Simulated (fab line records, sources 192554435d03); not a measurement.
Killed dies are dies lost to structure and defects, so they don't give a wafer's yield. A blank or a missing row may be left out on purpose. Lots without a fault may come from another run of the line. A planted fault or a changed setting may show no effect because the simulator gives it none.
Split-lot experiment | flow n5_finfet | 7 lots, 21 wafers read, on a route of 1938 steps

THE SPLIT
At N5_BEOL_M5_COAT_74 (time 60 s, resist thk 5 nm), the setting spin_rpm was moved away from the recipe's 1500 rpm on 7 of the 21 wafers read, by -9.9% to +8.9%. The other wafers ran this setting at the recipe's value.

FROM THE SPLIT TO THE READING: what the file shows between them, 7 steps
- N5_BEOL_M5_COAT_22: resist thk 30 nm (also split here: spin_rpm)
- N5_BEOL_M5_EBR_24
- N5_BEOL_M5_SOFTBAKE_23: time 60 s
- N5_BEOL_M5_EXPOSE_25: exposes mask V4, defocus 10 nm
- N5_BEOL_M5_PEB_26: peb time 60 s
- N5_BEOL_M5_DEVELOP_27: develop time 30 s
- N5_BEOL_M5_DESCUM_33: chemistry O2, time 7 s

THE READING
etch.depth_nm (the simulator's own value, which no gauge read), in nm, at N5_BEOL_M5_ETCH_75 (etches underlayer in N2/H2, target depth 6.5 nm, time 5.2 s). The file gives no usual value for it. The 14 wafers here that ran the recipe average 4.998 nm, standard deviation 0.019 nm.

wafer  | tool, chamber at the split | spin_rpm as run, rpm | against the recipe | etch.depth_nm, nm | against lot-mates on the recipe
L074.4 | litho_track-01, 0          | 1500                 | recipe             | 5.006             | -
L074.6 | litho_track-01, 0          | 1500                 | recipe             | 5.006             | -
L074.5 | litho_track-01, 0          | 1500                 | recipe             | 5.008             | -
L077.4 | litho_track-01, 0          | 1500                 | recipe             | 5.002             | -
L077.5 | litho_track-01, 0          | 1634                 | +8.9%              | 4.795             | -0.207
L077.6 | litho_track-01, 0          | 1634                 | +8.9%              | 4.783             | -0.219
L083.2 | litho_track-02, 0          | 1440                 | -4.0%              | 5.117             | +0.109
L083.3 | litho_track-02, 0          | 1440                 | -4.0%              | 5.111             | +0.103
L083.6 | litho_track-02, 0          | 1500                 | recipe             | 5.008             | -
L087.2 | litho_track-03, 0          | 1500                 | recipe             | 4.991             | -
L087.3 | litho_track-03, 0          | 1500                 | recipe             | 5.02              | -
L087.4 | litho_track-03, 0          | 1500                 | recipe             | 4.983             | -
L095.1 | litho_track-03, 0          | 1500                 | recipe             | 4.981             | -
L095.3 | litho_track-03, 0          | 1352                 | -9.9%              | 5.248             | +0.269
L095.5 | litho_track-03, 0          | 1500                 | recipe             | 4.978             | -
L096.3 | litho_track-03, 0          | 1572                 | +4.8%              | 4.863             | -0.107
L096.4 | litho_track-03, 0          | 1500                 | recipe             | 4.971             | -
L096.5 | litho_track-03, 0          | 1500                 | recipe             | 4.969             | -
L097.2 | litho_track-02, 0          | 1500                 | recipe             | 5.028             | -
L097.3 | litho_track-02, 0          | 1500                 | recipe             | 5.024             | -
L097.6 | litho_track-02, 0          | 1581                 | +5.4%              | 4.883             | -0.143

THE FIT
A straight line over all 21 wafers: etch.depth_nm changes by -0.0247 nm for each +1% of spin_rpm; r = -0.98; the points scatter about the line by 0.018 nm.
The same after taking each lot's own level away (the mean of its wafers on the recipe; 21 wafers): -0.0253 nm for each +1%; r = -1.00; scatter 0.0094 nm.
On that fit, the largest move of spin_rpm shifts the reading by 0.25 nm.
The lots' own levels span 4.9700 to 5.0260 nm, that is 3.0 times the standard deviation above.
So the lot-to-lot level changes the slope little: the two slopes agree.
Check: with one of the wafers moved furthest among these (-9.9%) left out of the fit, the line predicts +0.243 nm for it against its lot-mates. It came out at +0.269 nm against them.

OTHER SPLITS ON THESE WAFERS
These wafers also went through other splits before the reading. Each is held against what the fit with the lots' levels taken away leaves over:
other split on the same wafers     | wafers away from the commonest value | r with etch.depth_nm (lot level and that fit taken away)
N5_BEOL_M1_ILD_DEP_00 time_s       | 6                                    | +0.26
N5_BEOL_M1_COAT_05 spin_rpm        | 6                                    | -0.08
N5_BEOL_M2_TRENCH_ETCH_37 source_w | 9                                    | -0.34
N5_BEOL_M3_COAT_68 spin_rpm        | 4                                    | -0.31
N5_BEOL_M3_COAT_76 spin_rpm        | 5                                    | -0.32
N5_BEOL_M4_TRENCH_ETCH_37 bias_w   | 6                                    | -0.29
N5_BEOL_M5_COAT_71 spin_rpm        | 6                                    | +0.13
N5_BEOL_M5_COAT_22 spin_rpm        | 7                                    | +0.04

THE WHOLE CHAIN: every reading that the file lists as answering this split, in the file's order
step               | what it does                                                | reading                                                                            | change (the file's fit)                                                                 | r (the file's)
N5_BEOL_M5_ETCH_75 | etches underlayer in N2/H2, target depth 6.5 nm, time 5.2 s | etch.depth_nm (the simulator's own value, which no gauge read)                     | -0.0255 nm for each +1% of the setting                                                  | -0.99
N5_BEOL_M5_ETCH_67 | etches SiARC in CF4, target depth 15.6 nm, time 26 s        | CAR-EUV_of_BEOL_M5_COAT_22.thk_nm (the simulator's own value, which no gauge read) | +0.0429 nm for each +1% of the setting, in a fit together with spin_rpm@BEOL_M5_COAT_22 | 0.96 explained

THE FILE'S OWN FIT
etch.depth_nm changes by -0.0255 nm for each +1% of spin_rpm, r = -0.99.
